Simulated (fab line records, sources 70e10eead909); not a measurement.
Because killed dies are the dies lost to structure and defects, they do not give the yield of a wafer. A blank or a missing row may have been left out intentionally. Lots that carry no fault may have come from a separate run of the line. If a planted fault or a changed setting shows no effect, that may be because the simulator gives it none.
Matching of chambers | flow nandHarc | pecvd-02 running NHARC_A_CONTACT_DEP_58: 3 sister chambers
The step deposits SiON, target thk 60 nm. 6 wafers are shown with their chamber, then 11 later ones without.

WAFERS PAIRED WITH THEIR CHAMBERS
wafer  | chamber | heaterPowerOuterW (W) | heaterPowerW (W)
L086.1 | 1       | 453                   | 759
L086.3 | 2       | 366                   | 687
L086.6 | 2       | 379                   | 696
L090.5 | 0       | 508                   | 849
L090.6 | 1       | 471                   | 790
L089.1 | 0       | 475                   | 810

WAFERS MISSING THEIR CHAMBER
wafer  | heaterPowerOuterW (W) | heaterPowerW (W)
L089.3 | 402                   | 720
L089.6 | 399                   | 733
L091.1 | 491                   | 825
L091.3 | 356                   | 672
L091.6 | 470                   | 793
L095.1 | 372                   | 710
L095.3 | 495                   | 814
L095.4 | 488                   | 793
L097.2 | 341                   | 663
L097.4 | 414                   | 730
L097.5 | 351                   | 676

WHICH CHAMBER EACH WENT THROUGH
wafer  | from the rows above     | in truth
L089.3 | 2                       | 2
L089.6 | can't be placed: 2 or 1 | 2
L091.1 | 0                       | 0
L091.3 | 2                       | 2
L091.6 | can't be placed: 1 or 0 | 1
L095.1 | 2                       | 2
L095.3 | 0                       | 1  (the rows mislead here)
L095.4 | can't be placed: 0 or 1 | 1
L097.2 | 2                       | 2
L097.4 | can't be placed: 2 or 1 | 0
L097.5 | 2                       | 2
Placed correctly: 6 of 11. Unplaceable from these rows: 4, with the true chamber sitting among the candidates in 3. Number placed wrongly: 1.
How it was worked out, from the rows above alone: a wafer's distance from a chamber is the root of the sum, over the readings, of the square of ((its reading less the chamber's mean) divided by the reading's scatter). If the next closest chamber is less than 2 further off than the closest, the wafer can't be placed; otherwise it belongs to the closest. A chamber's mean is the mean of its shown wafers. The scatter is the square root of a quotient: the sum, over the shown wafers, of each reading's squared deviation from its chamber's mean, divided by wafers minus chambers.
